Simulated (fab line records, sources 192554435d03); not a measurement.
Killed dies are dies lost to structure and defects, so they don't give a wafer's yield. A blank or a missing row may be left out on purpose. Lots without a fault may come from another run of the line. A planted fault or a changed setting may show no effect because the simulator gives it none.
fab line records | flow n5_finfet
record lots=5 wafers=15 last_day=23
route steps=1938 shown FIN_SAQP@153 FIN_CUT@154
lots that met no fault: from a run of the same line without faults
start_h: hours from the record's first day to the start of the lot's first wafer shown | wait_h: hours since the lot's step before | " the same as in the row above | L1.1+2: a row that stands for several wafers | - no value, or no start given | * or withheld: withheld | < > ~ a bound
route shown NAME@n: a module of which the file shows steps, and the number in the route of the first | usual: mean/standard deviation of fault-free wafers | same: alike in all rows | chamber/n: place in a boat | sites: the reading at each site | _std_site: their standard deviation | _edge_site: outer sites' mean less inner sites' | radius_mm: how far each site lies from the wafer's centre | mask NAME#n: copy n | behind: the tool/chamber that last shaped the wafer | hold: why the lot was held/for how many hours/how that ended | device: the transistor (n, p or np) that didn't switch | end of line: the same wafers' tests at the end of the route | a step without rows: its recipe alone | killed: dies lost to structure and defects at the first sort, not the wafer's yield | map: a wafer's dies, x killed, . not, _ none there
set.NAME: the setting as run; set.NAME@STEP: as run at that earlier step | model.NAME: the simulator's own value behind a step, which no gauge read
lots at some steps of the route; a table a step, a row a wafer
services: from which hour (start_h, from the record's first day; less than 0 if before it) a tool's chamber was out of use, for how many hours, and why
## steps
# step N5_FIN_SAQP_INSPECT_40
# recipe inspect_instrument=brightfield mode=aei
# usual raw_defect_count=214/53
# columns lot.wafer tool chamber start_h wait_h raw_defect_count
L081.1 defect_inspect-02 - 68.56 0.0 189
L081.4 " - " " 173
L081.6 " - " " 186
L082.2 defect_inspect-02 - 74.86 0.0 208
L082.3 " - " " 172
L082.4 " - " " 155
L083.2 defect_inspect-02 - 81.03 0.0 277
L083.5 " - " " 180
L083.6 " - " " 191
L088.1 defect_inspect-02 - 112.32 0.0 194
L088.2 " - " " 156
L088.6 " - " " 113
L092.1 defect_inspect-01 - 135.22 0.0 286
L092.5 " - " " 261
L092.6 " - " " 233
# step N5_FIN_CUT_COAT_18
# recipe resist=SOC temp_c=250 time_s=60 spin_rpm=1500 resist_thk_nm=230
# usual chill_plate_temp_C=23.00/0.11 resist_line_temp_C=23.01/0.12
# columns lot.wafer tool chamber start_h wait_h chill_plate_temp_C resist_line_temp_C
L081.1 litho_track-05 0 68.59 0.0 22.95 23.08
L081.4 " 0 " " 23.01 23.05
L081.6 " 0 " " 23.09 23.07
L082.2 litho_track-05 0 74.89 0.0 22.91 22.99
L082.3 " 0 " " 23.01 22.99
L082.4 " 0 " " 22.93 23.01
L083.2 litho_track-03 0 81.06 0.0 22.99 22.88
L083.5 " 0 " " 23.05 22.88
L083.6 " 0 " " 22.95 22.88
L088.1 litho_track-03 0 112.36 0.0 23.17 22.93
L088.2 " 0 " " 22.99 23.09
L088.6 " 0 " " 23.04 22.96
L092.1 litho_track-05 0 135.26 0.0 23.01 23.10
L092.5 " 0 " " 23.03 23.00
L092.6 " 0 " " 23.07 22.75
# step N5_FIN_CUT_COAT_19
# recipe resist=SiARC temp_c=220 time_s=60 spin_rpm=1500 resist_thk_nm=20
# usual chill_plate_temp_C=23.02/0.11 resist_line_temp_C=22.99/0.11
# columns lot.wafer tool chamber start_h wait_h chill_plate_temp_C resist_line_temp_C
L081.1 litho_track-05 0 - - 22.95 23.14
L081.4 " 0 " " 23.08 23.16
L081.6 " 0 " " 22.98 23.10
L082.2 litho_track-05 0 - - 23.09 23.05
L082.3 " 0 " " 23.13 22.83
L082.4 " 0 " " 22.99 22.94
L083.2 litho_track-03 0 - - 22.80 22.98
L083.5 " 0 " " 22.99 22.98
L083.6 " 0 " " 23.02 23.06
L088.1 litho_track-03 0 - - 22.97 23.01
L088.2 " 0 " " 23.03 23.07
L088.6 " 0 " " 23.08 23.00
L092.1 litho_track-05 0 - - 23.16 22.91
L092.5 " 0 " " 23.05 23.11
L092.6 " 0 " " 23.10 22.98
# step N5_FIN_CUT_COAT_29
# recipe resist=underlayer temp_c=205 time_s=60 spin_rpm=1500 resist_thk_nm=10
# usual chill_plate_temp_C=23.00/0.11 resist_line_temp_C=22.98/0.12
# columns lot.wafer tool chamber start_h wait_h chill_plate_temp_C resist_line_temp_C
L081.1 litho_track-05 0 - - 23.10 22.77
L081.4 " 0 " " 22.85 23.05
L081.6 " 0 " " 22.97 23.04
L082.2 litho_track-05 0 - - 22.86 23.04
L082.3 " 0 " " 22.78 22.96
L082.4 " 0 " " 22.90 23.01
L083.2 litho_track-03 0 - - 23.07 23.03
L083.5 " 0 " " 23.10 22.90
L083.6 " 0 " " 23.16 22.88
L088.1 litho_track-03 0 - - 22.96 22.96
L088.2 " 0 " " 23.06 22.96
L088.6 " 0 " " 22.95 22.91
L092.1 litho_track-05 0 - - 23.08 22.94
L092.5 " 0 " " 23.18 23.16
L092.6 " 0 " " 23.16 23.08
# step N5_FIN_CUT_COAT_02
# recipe resist=CAR-EUV spin_rpm=1500 resist_thk_nm=30
# usual chill_plate_temp_C=23.00/0.097 resist_line_temp_C=22.99/0.11
# columns lot.wafer tool chamber start_h wait_h chill_plate_temp_C resist_line_temp_C
L081.1 litho_track-05 0 - - 22.77 22.96
L081.4 " 0 " " 22.93 22.90
L081.6 " 0 " " 22.91 22.93
L082.2 litho_track-05 0 - - 23.03 23.09
L082.3 " 0 " " 22.84 22.89
L082.4 " 0 " " 22.99 22.87
L083.2 litho_track-03 0 - - 23.06 23.11
L083.5 " 0 " " 23.03 22.92
L083.6 " 0 " " 22.98 23.00
L088.1 litho_track-03 0 - - 22.94 23.00
L088.2 " 0 " " 23.04 23.11
L088.6 " 0 " " 22.88 23.12
L092.1 litho_track-05 0 - - 22.89 22.94
L092.5 " 0 " " 23.10 23.09
L092.6 " 0 " " 23.13 23.02
# step N5_FIN_CUT_EBR_04
# recipe solvent=PGMEA ebr_width_mm=1.5
# usual chill_plate_temp_C=22.99/0.11 resist_line_temp_C=23.03/0.096
# columns lot.wafer tool chamber start_h wait_h chill_plate_temp_C resist_line_temp_C
L081.1 litho_track-05 0 - - 23.13 23.10
L081.4 " 0 " " 23.29 23.09
L081.6 " 0 " " 23.01 23.05
L082.2 litho_track-05 0 - - 23.09 23.04
L082.3 " 0 " " 23.14 23.19
L082.4 " 0 " " 23.13 22.93
L083.2 litho_track-03 0 - - 23.08 22.90
L083.5 " 0 " " 23.00 22.88
L083.6 " 0 " " 22.87 22.87
L088.1 litho_track-03 0 - - 23.01 22.99
L088.2 " 0 " " 23.11 22.93
L088.6 " 0 " " 22.96 22.90
L092.1 litho_track-05 0 - - 23.01 23.02
L092.5 " 0 " " 23.11 22.96
L092.6 " 0 " " 22.96 22.97
# step N5_FIN_CUT_SOFTBAKE_03
# recipe temp_c=110 time_s=60 resist=CAR-EUV
# usual chill_plate_temp_C=23.00/0.11 resist_line_temp_C=23.00/0.096
# columns lot.wafer tool chamber start_h wait_h chill_plate_temp_C resist_line_temp_C
L081.1 litho_track-05 0 - - 23.00 23.01
L081.4 " 0 " " 23.19 23.02
L081.6 " 0 " " 23.03 23.00
L082.2 litho_track-05 0 - - 23.01 23.08
L082.3 " 0 " " 23.00 23.08
L082.4 " 0 " " 23.06 22.86
L083.2 litho_track-03 0 - - 23.00 23.11
L083.5 " 0 " " 22.71 23.08
L083.6 " 0 " " 23.11 23.01
L088.1 litho_track-03 0 - - 23.11 23.07
L088.2 " 0 " " 22.91 23.11
L088.6 " 0 " " 23.06 22.95
L092.1 litho_track-05 0 - - 23.01 22.91
L092.5 " 0 " " 23.07 22.96
L092.6 " 0 " " 22.97 22.90
# step N5_FIN_CUT_EXPOSE_05
# recipe mask_id=FIN_CUT na=0.33 source_shape=annular sigma_inner=0.35 sigma_outer=0.8 polarization=unpolarized dose_mj=45.75
# usual exposure_dose_mJ_cm2=45.81/0.24 focus_offset_nm=0.1/0.54
# columns lot.wafer tool chamber start_h wait_h mask exposure_dose_mJ_cm2 focus_offset_nm
L081.1 euv_scanner-01 0 68.73 - FIN_CUT#0 45.99 0.1
L081.4 " 0 " " FIN_CUT#0 46.00 0.6
L081.6 " 0 " " FIN_CUT#0 45.92 -0.2
L082.2 euv_scanner-02 0 75.16 - FIN_CUT#0 45.59 -0.6
L082.3 " 0 " " FIN_CUT#0 45.68 -0.8
L082.4 " 0 " " FIN_CUT#0 45.69 0.0
L083.2 euv_scanner-01 0 81.33 - FIN_CUT#0 46.02 0.1
L083.5 " 0 " " FIN_CUT#0 46.01 0.0
L083.6 " 0 " " FIN_CUT#0 45.97 -0.2
L088.1 euv_scanner-02 0 112.62 - FIN_CUT#0 45.58 0.6
L088.2 " 0 " " FIN_CUT#0 45.58 0.8
L088.6 " 0 " " FIN_CUT#0 45.62 0.8
L092.1 euv_scanner-02 0 135.39 - FIN_CUT#0 45.60 0.0
L092.5 " 0 " " FIN_CUT#0 45.56 0.2
L092.6 " 0 " " FIN_CUT#0 45.55 0.1
# step N5_FIN_CUT_PEB_06
# recipe peb_temp_c=100 peb_time_s=60 resist=CAR-EUV
# usual chill_plate_temp_C=23.00/0.1 resist_line_temp_C=23.01/0.091
# columns lot.wafer tool chamber start_h wait_h chill_plate_temp_C resist_line_temp_C
L081.1 litho_track-05 0 68.79 0.1 23.05 22.97
L081.4 " 0 " " 23.00 22.92
L081.6 " 0 " " 23.01 23.02
L082.2 litho_track-05 0 75.22 0.1 23.06 22.94
L082.3 " 0 " " 22.98 22.97
L082.4 " 0 " " 22.99 23.02
L083.2 litho_track-04 0 81.39 0.1 22.91 22.91
L083.5 " 0 " " 23.12 23.05
L083.6 " 0 " " 23.06 22.98
L088.1 litho_track-03 0 112.68 0.1 23.18 22.82
L088.2 " 0 " " 23.00 22.96
L088.6 " 0 " " 23.13 22.90
L092.1 litho_track-04 0 135.46 0.1 22.93 23.26
L092.5 " 0 " " 22.84 23.20
L092.6 " 0 " " 23.03 23.14
# step N5_FIN_CUT_DEVELOP_07
# recipe develop_time_s=30 developer=TMAH resist=CAR-EUV rinse_liquid=surfactant_rinse dry=air_spin dev_temp_c=23
# usual chill_plate_temp_C=23.00/0.11 developer_temp_C=22.99/0.12 resist_line_temp_C=22.97/0.11
# columns lot.wafer tool chamber start_h wait_h chill_plate_temp_C developer_temp_C resist_line_temp_C
L081.1 litho_track-05 0 - - 22.94 22.84 22.85
L081.4 " 0 " " 23.02 23.12 22.89
L081.6 " 0 " " 22.90 22.71 22.81
L082.2 litho_track-05 0 - - 23.15 23.11 22.97
L082.3 " 0 " " 23.07 23.27 23.06
L082.4 " 0 " " 23.20 22.92 22.89
L083.2 litho_track-04 0 - - 22.95 22.84 22.98
L083.5 " 0 " " 23.02 22.84 22.95
L083.6 " 0 " " 22.88 22.98 22.90
L088.1 litho_track-03 0 - - 22.91 22.85 22.99
L088.2 " 0 " " 22.94 22.98 22.80
L088.6 " 0 " " 22.77 22.76 22.85
L092.1 litho_track-04 0 - - 22.98 23.00 22.97
L092.5 " 0 " " 22.88 23.05 22.95
L092.6 " 0 " " 23.11 22.85 22.90
# step N5_FIN_CUT_CD_MEAS_08
# recipe target_cd_nm=29.1 landing_energy_ev=500 detector=se_inlens polarity=opening
# usual cd_nm=29.04/0.24
# columns lot.wafer tool chamber start_h wait_h cd_nm
L081.1 cd_sem-02 0 68.86 - 29.03
L081.4 " 0 " " 28.94
L081.6 " 0 " " 28.78
L082.2 cd_sem-01 0 75.29 - 28.93
L082.3 " 0 " " 29.01
L082.4 " 0 " " 28.90
L083.2 cd_sem-02 0 81.46 - 29.50
L083.5 " 0 " " 29.21
L083.6 " 0 " " 29.26
L088.1 cd_sem-02 0 112.75 - 28.95
L088.2 " 0 " " 29.33
L088.6 " 0 " " 29.69
L092.1 cd_sem-01 0 135.53 - 29.25
L092.5 " 0 " " 28.99
L092.6 " 0 " " 28.70
# step N5_FIN_CUT_OVL_MEAS_09
# recipe points_per_wafer=522
# usual FIN_CUT_OVL=-0.5/0.74
# columns lot.wafer tool chamber start_h wait_h FIN_CUT_OVL[nm]
L081.1 overlay-01 0 68.89 0.0 -0.3
L081.4 " 0 " " -0.2
L081.6 " 0 " " 0.3
L082.2 overlay-02 0 75.32 0.0 -1.4
L082.3 " 0 " " -0.7
L082.4 " 0 " " -0.4
L083.2 overlay-02 0 81.49 0.0 -0.4
L083.5 " 0 " " -0.2
L083.6 " 0 " " -0.9
L088.1 overlay-01 0 112.78 0.0 -1.3
L088.2 " 0 " " 0.3
L088.6 " 0 " " 0.0
L092.1 overlay-02 0 135.56 0.0 -1.7
L092.5 " 0 " " -0.6
L092.6 " 0 " " -0.7
# step N5_FIN_CUT_INSPECT_10
# recipe mode=adi inspect_instrument=brightfield
# usual raw_defect_count=40/11
# columns lot.wafer tool chamber start_h wait_h raw_defect_count
L081.1 defect_inspect-01 - 68.95 0.1 47
L081.4 " - " " 35
L081.6 " - " " 35
L082.2 defect_inspect-01 - 75.38 0.0 43
L082.3 " - " " 36
L082.4 " - " " 50
L083.2 defect_inspect-01 - 81.55 0.0 50
L083.5 " - " " 41
L083.6 " - " " 54
L088.1 defect_inspect-01 - 112.84 0.1 52
L088.2 " - " " 41
L088.6 " - " " 21
L092.1 defect_inspect-01 - 135.62 0.1 54
L092.5 " - " " 43
L092.6 " - " " 37
# step N5_FIN_CUT_DESCUM_13
# recipe chemistry=O2 time_s=7 source_power_w=50 bias_power_w=20 pressure_mtorr=20 rf_frequency_hz=2.712e+07 temp_c=40 resist=CAR-EUV o2_flow_sccm=225
# usual drypump_motor_current_A=5.6/0.37 oes_product_au=0.78/0.079 rf_vpp_V=243.6/1.1 showerhead_plenum_p_Torr=2.11/0.053 throttle_valve_pct=20.28/0.26
# columns lot.wafer tool chamber start_h wait_h drypump_motor_current_A oes_product_au rf_hours_counter_h rf_vpp_V showerhead_plenum_p_Torr throttle_valve_pct
L081.1 rie_diel-04 1 68.98 0.0 5.4 0.76 164 244.1 2.11 20.74
L081.4 " 2 " " 5.1 0.73 163 246.0 2.16 20.21
L081.6 " 0 " " 5.3 0.94 - 246.3 2.23 20.41
L082.2 rie_diel-05 1 75.41 0.0 5.9 0.73 186 243.3 2.07 20.39
L082.3 " 3 " " 5.9 0.72 207 243.5 2.07 20.45
L082.4 " 2 " " 5.6 0.79 103 243.2 2.09 20.00
L083.2 rie_diel-05 2 81.60 0.1 5.7 0.78 105 244.5 2.09 19.99
L083.5 " 2 " " 5.6 0.79 - 243.3 2.09 19.99
L083.6 " 3 " " 5.9 0.72 - 242.9 2.07 20.46
L088.1 rie_diel-04 3 112.88 0.0 5.8 0.78 135 243.6 2.08 19.96
L088.2 " 0 " " 5.3 0.91 20 245.8 2.23 20.42
L088.6 " 1 " " 5.5 0.75 - 241.4 2.10 20.75
L092.1 rie_diel-04 1 135.65 0.0 5.4 0.75 183 241.8 2.10 20.76
L092.5 " 2 " " 5.1 0.73 - 243.6 2.15 20.24
L092.6 " 3 " " 5.8 0.77 - 243.0 2.07 19.95
# step N5_FIN_CUT_ETCH_30
# recipe chemistry=N2/H2 target=underlayer target_depth_a=130 mask_material=CAR-EUV time_s=10.4 ion_energy_ev=200 pressure_mtorr=30 source_w=840 bias_w=150 n2_flow_sccm=200 h2_flow_sccm=200 ends=cleared
# usual drypump_motor_current_A=5.6/0.37 etch_rf_on_time_s=10.44/0.21 oes_product_au=0.67/0.064 rf_vpp_V=524.8/1.9 showerhead_plenum_p_Torr=2.57/0.069 throttle_valve_pct=17.76/0.21
# columns lot.wafer tool chamber start_h wait_h drypump_motor_current_A etch_rf_on_time_s oes_product_au rf_hours_counter_h rf_vpp_V showerhead_plenum_p_Torr throttle_valve_pct
L081.1 rie_diel-04 1 69.02 0.0 5.4 10.35 0.65 164 523.6 2.54 18.00
L081.4 " 2 " " 5.1 10.16 0.64 163 525.6 2.65 17.97
L081.6 " 0 " " 5.3 10.65 0.78 - 530.2 2.72 17.98
L082.2 rie_diel-05 1 75.44 0.0 6.0 10.13 0.63 186 524.4 2.52 17.84
L082.3 " 3 " " 5.9 10.25 0.62 207 522.7 2.49 17.61
L082.4 " 2 " " 5.7 10.23 0.68 103 524.7 2.54 17.48
L083.2 rie_diel-05 2 81.64 0.0 5.6 10.23 0.67 105 524.7 2.54 17.50
L083.5 " 2 " " 5.7 10.32 0.68 - 524.6 2.54 17.50
L083.6 " 3 " " 5.9 10.22 0.62 - 522.0 2.49 17.63
L088.1 rie_diel-04 3 112.91 0.0 5.8 10.70 0.65 135 523.6 2.56 17.56
L088.2 " 0 " " 5.2 10.61 0.76 20 526.5 2.72 18.00
L088.6 " 1 " " 5.4 10.30 0.64 - 523.6 2.54 18.03
L092.1 rie_diel-04 1 135.68 0.0 5.5 10.29 0.64 183 524.1 2.54 18.02
L092.5 " 2 " " 5.1 10.03 0.64 - 526.2 2.64 18.01
L092.6 " 3 " " 5.8 10.56 0.65 - 523.1 2.56 17.58
# step N5_FIN_CUT_ETCH_20
# recipe chemistry=CF4 target=SiARC target_depth_a=260 mask_material=CAR-EUV time_s=43.3 ion_energy_ev=80 pressure_mtorr=40 source_w=545 bias_w=36 Ar_flow_sccm=100 cf4_flow_sccm=100 ends=cleared
# usual drypump_motor_current_A=5.6/0.37 etch_rf_on_time_s=43.5/0.9 oes_product_au=0.67/0.064 rf_vpp_V=184.4/0.99 showerhead_plenum_p_Torr=2.17/0.048 throttle_valve_pct=15.55/0.19
# columns lot.wafer tool chamber start_h wait_h drypump_motor_current_A etch_rf_on_time_s oes_product_au rf_hours_counter_h rf_vpp_V showerhead_plenum_p_Torr throttle_valve_pct
L081.1 rie_diel-04 1 69.04 0.0 5.4 43.1 0.65 164 183.2 2.15 15.87
L081.4 " 2 " " 5.1 41.8 0.65 163 184.9 2.23 15.56
L081.6 " 0 " " 5.3 43.9 0.79 - 184.4 2.27 15.53
L082.2 rie_diel-05 1 75.46 0.0 5.9 41.9 0.63 186 183.6 2.12 15.65
L082.3 " 3 " " 5.9 43.0 0.62 207 182.9 2.13 15.70
L082.4 " 2 " " 5.7 43.3 0.67 103 185.5 2.17 15.40
L083.2 rie_diel-05 2 81.65 0.0 5.6 43.0 0.68 105 184.9 2.17 15.41
L083.5 " 2 " " 5.6 43.0 0.68 - 183.7 2.17 15.42
L083.6 " 3 " " 5.9 42.6 0.63 - 182.7 2.13 15.71
L088.1 rie_diel-04 3 112.93 0.0 5.8 44.2 0.66 135 183.5 2.16 15.38
L088.2 " 0 " " 5.3 44.1 0.76 20 186.4 2.27 15.55
L088.6 " 1 " " 5.4 43.0 0.64 - 184.2 2.15 15.91
L092.1 rie_diel-04 1 135.70 0.0 5.4 43.0 0.63 183 185.1 2.15 15.91
L092.5 " 2 " " 5.1 42.6 0.63 - 184.1 2.22 15.60
L092.6 " 3 " " 5.8 44.1 0.65 - 184.1 2.16 15.39
# step N5_FIN_CUT_ETCH_21
# recipe chemistry=N2/H2 target=SOC target_depth_a=2190 overetch_a=438 mask_material=SiARC temp_c=40 ion_energy_ev=100 bias_w=61 time_s=523.5 pressure_mtorr=30 source_w=850 n2_flow_sccm=200 h2_flow_sccm=200
# usual drypump_motor_current_A=5.6/0.37 oes_product_au=0.72/0.07 rf_vpp_V=241.2/1.2 showerhead_plenum_p_Torr=2.57/0.069 throttle_valve_pct=17.71/0.2
# columns lot.wafer tool chamber start_h wait_h drypump_motor_current_A oes_product_au rf_hours_counter_h rf_vpp_V showerhead_plenum_p_Torr throttle_valve_pct
L081.1 rie_diel-04 1 69.07 0.0 5.4 0.69 165 240.4 2.54 17.97
L081.4 " 2 " " 5.1 0.69 163 241.0 2.65 17.91
L081.6 " 0 " " 5.3 0.86 - 241.8 2.72 17.95
L082.2 rie_diel-05 1 75.50 0.0 5.9 0.67 186 242.0 2.52 17.82
L082.3 " 3 " " 5.9 0.66 207 239.7 2.49 17.58
L082.4 " 2 " " 5.6 0.73 103 240.0 2.54 17.44
L083.2 rie_diel-05 2 81.69 0.0 5.7 0.72 105 241.4 2.54 17.45
L083.5 " 2 " " 5.7 0.72 - 239.7 2.54 17.43
L083.6 " 3 " " 5.9 0.67 - 239.9 2.49 17.60
L088.1 rie_diel-04 3 112.97 0.0 5.8 0.72 135 240.4 2.56 17.51
L088.2 " 0 " " 5.3 0.83 20 242.9 2.72 17.97
L088.6 " 1 " " 5.5 0.69 - 240.4 2.54 17.97
L092.1 rie_diel-04 1 135.74 0.0 5.4 0.67 183 240.1 2.54 17.98
L092.5 " 2 " " 5.1 0.68 - 241.9 2.64 17.93
L092.6 " 3 " " 5.8 0.70 - 242.6 2.56 17.52
# step N5_FIN_CUT_STRIP_23
# recipe chemistry=N2/H2 temp_c=40 n2_flow_sccm=200 h2_flow_sccm=200 rf_frequency_hz=6e+07
# columns lot.wafer tool chamber start_h wait_h
L081.1+4+6 rie_diel-04 1,2,0 69.38 0.2
L082.2+3+4 rie_diel-05 1,3,2 75.81 0.2
L083.2+5+6 rie_diel-05 2,2,3 82.00 0.2
L088.1+2+6 rie_diel-04 3,0,1 113.27 0.2
L092.1+5+6 rie_diel-04 1,2,3 136.05 0.2
# step N5_FIN_CUT_STRIP_31
# recipe chemistry=N2/H2 temp_c=40 n2_flow_sccm=200 h2_flow_sccm=200 rf_frequency_hz=6e+07
# columns lot.wafer tool chamber start_h wait_h
L081.1+4+6 rie_diel-04 1,2,0 69.39 0.0
L082.2+3+4 rie_diel-05 1,3,2 75.82 0.0
L083.2+5+6 rie_diel-05 2,2,3 82.01 0.0
L088.1+2+6 rie_diel-04 3,0,1 113.28 0.0
L092.1+5+6 rie_diel-04 1,2,3 136.06 0.0
# step N5_FIN_CUT_STRIP_24
# recipe chemistry=CF4 resist=SiARC power_w=300 bias_power_w=75 pressure_mtorr=50 cf4_flow_sccm=150 rf_frequency_hz=6e+07
# usual drypump_motor_current_A=5.6/0.37 oes_product_au=0.78/0.075 rf_vpp_V=271.6/1.2 showerhead_plenum_p_Torr=1.82/0.04 throttle_valve_pct=13.53/0.2
# columns lot.wafer tool chamber start_h wait_h drypump_motor_current_A oes_product_au rf_hours_counter_h rf_vpp_V showerhead_plenum_p_Torr throttle_valve_pct
L081.1 rie_diel-04 1 69.40 0.0 5.4 0.75 165 269.9 1.80 13.83
L081.4 " 2 " " 5.1 0.73 163 272.2 1.87 13.56
L081.6 " 0 " " 5.3 0.93 - 272.8 1.89 13.41
L082.2 rie_diel-05 1 75.83 0.0 5.9 0.73 186 271.5 1.79 13.69
L082.3 " 3 " " 5.9 0.72 208 271.4 1.78 13.71
L082.4 " 2 " " 5.6 0.78 104 272.5 1.82 13.41
L083.2 rie_diel-05 2 82.02 0.0 5.6 0.77 105 271.4 1.82 13.41
L083.5 " 2 " " 5.6 0.78 - 270.4 1.82 13.41
L083.6 " 3 " " 5.9 0.71 - 269.5 1.78 13.70
L088.1 rie_diel-04 3 113.29 0.0 5.8 0.77 135 273.5 1.81 13.36
L088.2 " 0 " " 5.3 0.89 20 272.9 1.89 13.45
L088.6 " 1 " " 5.4 0.74 - 271.5 1.79 13.86
L092.1 rie_diel-04 1 136.07 0.0 5.4 0.73 183 270.2 1.79 13.86
L092.5 " 2 " " 5.1 0.73 - 273.6 1.86 13.61
L092.6 " 3 " " 5.8 0.76 - 270.6 1.81 13.37
# step N5_FIN_CUT_CUT_ETCH_26
# recipe chemistry=CH3F/O2 target=SiNx target_depth_a=390 mask_material=SOC time_s=55.7 pressure_mtorr=30 source_w=395 bias_w=73 Ar_flow_sccm=150 CH3F_flow_sccm=30 O2_flow_sccm=20 ion_energy_ev=120
# usual O2_flow_sccm=19.99/0.062 drypump_motor_current_A=5.6/0.37 oes_product_au=0.78/0.076 rf_vpp_V=300/6.8 showerhead_plenum_p_Torr=2.03/0.048 throttle_valve_pct=16.30/0.2
# columns lot.wafer tool chamber start_h wait_h O2_flow_sccm drypump_motor_current_A oes_product_au rf_hours_counter_h rf_vpp_V showerhead_plenum_p_Torr throttle_valve_pct
L081.1 rie_diel-04 1 69.42 0.0 19.91 5.4 0.76 165 307 2.02 16.67
L081.4 " 2 " " 19.99 5.1 0.75 163 301 2.08 16.28
L081.6 " 0 " " 19.92 5.3 0.93 - 303 2.14 16.37
L082.2 rie_diel-05 1 75.85 0.0 19.90 5.9 0.73 187 299 1.98 16.37
L082.3 " 3 " " 20.08 5.9 0.72 208 286 1.99 16.45
L082.4 " 2 " " 20.11 5.7 0.79 104 300 2.02 16.10
L083.2 rie_diel-05 2 82.04 0.0 19.98 5.7 0.78 105 300 2.02 16.10
L083.5 " 2 " " 19.98 5.7 0.78 - 300 2.02 16.11
L083.6 " 3 " " 20.10 5.9 0.72 - 286 1.99 16.45
L088.1 rie_diel-04 3 113.31 0.0 20.05 5.8 0.78 135 311 2.01 16.10
L088.2 " 0 " " 19.96 5.3 0.89 20 302 2.14 16.37
L088.6 " 1 " " 19.99 5.4 0.75 - 308 2.01 16.68
L092.1 rie_diel-04 1 136.09 0.0 20.01 5.5 0.74 183 306 2.01 16.70
L092.5 " 2 " " 19.97 5.1 0.73 - 298 2.07 16.31
L092.6 " 3 " " 20.02 5.8 0.77 - 311 2.01 16.10
# step N5_FIN_CUT_CUT_ETCH_27
# recipe chemistry=CHF3/O2 target=SiO2 target_depth_a=40 mask_material=SOC overetch_a=20 time_s=4.9 pressure_mtorr=30 source_w=650 bias_w=170 Ar_flow_sccm=200 CHF3_flow_sccm=50 O2_flow_sccm=5 ion_energy_ev=200
# usual O2_flow_sccm=4.999/0.014 drypump_motor_current_A=5.6/0.37 oes_product_au=0.62/0.059 rf_vpp_V=529/12 showerhead_plenum_p_Torr=2.45/0.055 throttle_valve_pct=18.77/0.2
# columns lot.wafer tool chamber start_h wait_h O2_flow_sccm drypump_motor_current_A oes_product_au rf_hours_counter_h rf_vpp_V showerhead_plenum_p_Torr throttle_valve_pct
L081.1 rie_diel-04 1 69.46 0.0 4.984 5.4 0.60 165 539 2.43 19.11
L081.4 " 2 " " 5.033 5.1 0.59 163 528 2.50 18.74
L081.6 " 0 " " 4.996 5.3 0.73 - 534 2.58 18.89
L082.2 rie_diel-05 1 75.89 0.0 4.995 5.9 0.57 187 526 2.38 18.79
L082.3 " 3 " " 4.999 5.9 0.57 208 504 2.40 18.92
L082.4 " 2 " " 4.989 5.6 0.62 104 528 2.43 18.57
L083.2 rie_diel-05 2 82.08 0.0 5.018 5.7 0.61 105 528 2.43 18.55
L083.5 " 2 " " 5.030 5.7 0.62 - 527 2.43 18.55
L083.6 " 3 " " 4.991 5.9 0.56 - 506 2.40 18.93
L088.1 rie_diel-04 3 113.36 0.0 4.980 5.8 0.61 135 549 2.42 18.56
L088.2 " 0 " " 4.998 5.3 0.71 20 533 2.57 18.91
L088.6 " 1 " " 5.015 5.4 0.59 - 541 2.42 19.14
L092.1 rie_diel-04 1 136.13 0.0 4.988 5.4 0.59 183 540 2.42 19.14
L092.5 " 2 " " 5.010 5.1 0.58 - 527 2.49 18.78
L092.6 " 3 " " 4.986 5.8 0.61 - 549 2.42 18.56
# step N5_FIN_CUT_PRECLEAN_35
# recipe time_s=13.3 temp_c=45 pressure_torr=125 p_hf_torr=3 p_coreactant_torr=25 chemistry=vHF
# usual drypump_motor_current_A=5.1/0.36
# columns lot.wafer tool chamber start_h wait_h drypump_motor_current_A
L081.1 vapor_etch-01 1 69.53 0.0 5.0
L081.4 " 0 " " 4.6
L081.6 " 0 " " 4.6
L082.2 vapor_etch-01 0 75.96 0.0 4.6
L082.3 " 0 " " 4.6
L082.4 " 1 " " 5.0
L083.2 vapor_etch-02 0 82.15 0.0 5.6
L083.5 " 1 " " 5.4
L083.6 " 0 " " 5.5
L088.1 vapor_etch-01 0 113.43 0.0 4.6
L088.2 " 1 " " 5.0
L088.6 " 1 " " 5.0
L092.1 vapor_etch-01 1 136.20 0.0 5.0
L092.5 " 0 " " 4.7
L092.6 " 1 " " 5.0
# step N5_FIN_CUT_CUT_ETCH_15
# recipe chemistry=HBr/Cl2/O2 target=Si target_depth_a=1000 bt_time_s=10 mask_material=SOC time_s=42.4 ion_energy_ev=* bias_w=* pressure_mtorr=10 icp_w=800 HBr_flow_sccm=150 Cl2_flow_sccm=80 O2_flow_sccm=12
# usual O2_flow_sccm=11.99/0.038 drypump_motor_current_A=5.6/0.44 oes_product_au=1.004/0.015 throttle_valve_pct=37.3/0.31
# columns lot.wafer tool chamber start_h wait_h O2_flow_sccm drypump_motor_current_A oes_product_au rf_hours_counter_h throttle_valve_pct
L081.1 rie_si-02 1 69.61 0.1 11.93 4.9 0.988 155 37.1
L081.4 " 2 " " 12.06 5.8 1.023 100 37.2
L081.6 " 2 " " 11.99 5.9 1.019 - 37.3
L082.2 rie_si-02 0 76.04 0.1 12.03 5.5 0.991 11 37.2
L082.3 " 2 " " 12.08 5.9 1.024 100 37.2
L082.4 " 1 " " 11.98 4.8 1.000 155 37.1
L083.2 rie_si-04 0 82.23 0.1 12.01 5.8 1.000 94 37.0
L083.5 " 2 " " 11.94 5.8 0.986 - 37.3
L083.6 " 3 " " 11.99 6.5 1.026 - 37.0
L088.1 rie_si-02 0 113.51 0.1 11.97 5.5 0.991 12 37.2
L088.2 " 1 " " 11.95 4.8 0.988 156 37.0
L088.6 " 1 " " 11.97 4.8 0.988 - 37.1
L092.1 rie_si-01 2 136.28 0.1 12.01 6.0 1.024 10 38.0
L092.5 " 0 " " 12.03 5.7 1.014 - 37.5
L092.6 " 1 " " 11.95 5.1 1.013 - 36.9
## services
# columns tool chamber start_h hours kind
euv_scanner-01 - 45.92 1.1 repair
euv_scanner-01 - 51.09 1.0 pm
euv_scanner-02 - 52.62 1.0 pm
rie_si-02 1 55.91 7.4 repair
rie_si-01 1 61.73 8.7 repair
euv_scanner-01 - 73.28 0.3 repair
rie_si-02 3 87.71 10.5 repair
rie_si-02 - 90.61 2.8 pm
rie_diel-04 - 91.50 0.6 repair
euv_scanner-01 - 95.19 0.5 repair
rie_diel-05 - 102.29 0.8 repair
euv_scanner-01 - 107.24 1.0 pm
euv_scanner-02 - 108.77 1.0 pm
rie_si-02 2 108.83 5.9 repair
euv_scanner-01 - 109.78 4.6 pm
rie_si-04 - 117.11 14.6 pm
rie_si-02 0 117.57 4.1 repair
euv_scanner-01 - 125.47 5.8 pm
rie_si-01 3 129.41 5.9 repair
euv_scanner-02 - 136.13 0.1 repair
## key
fault none
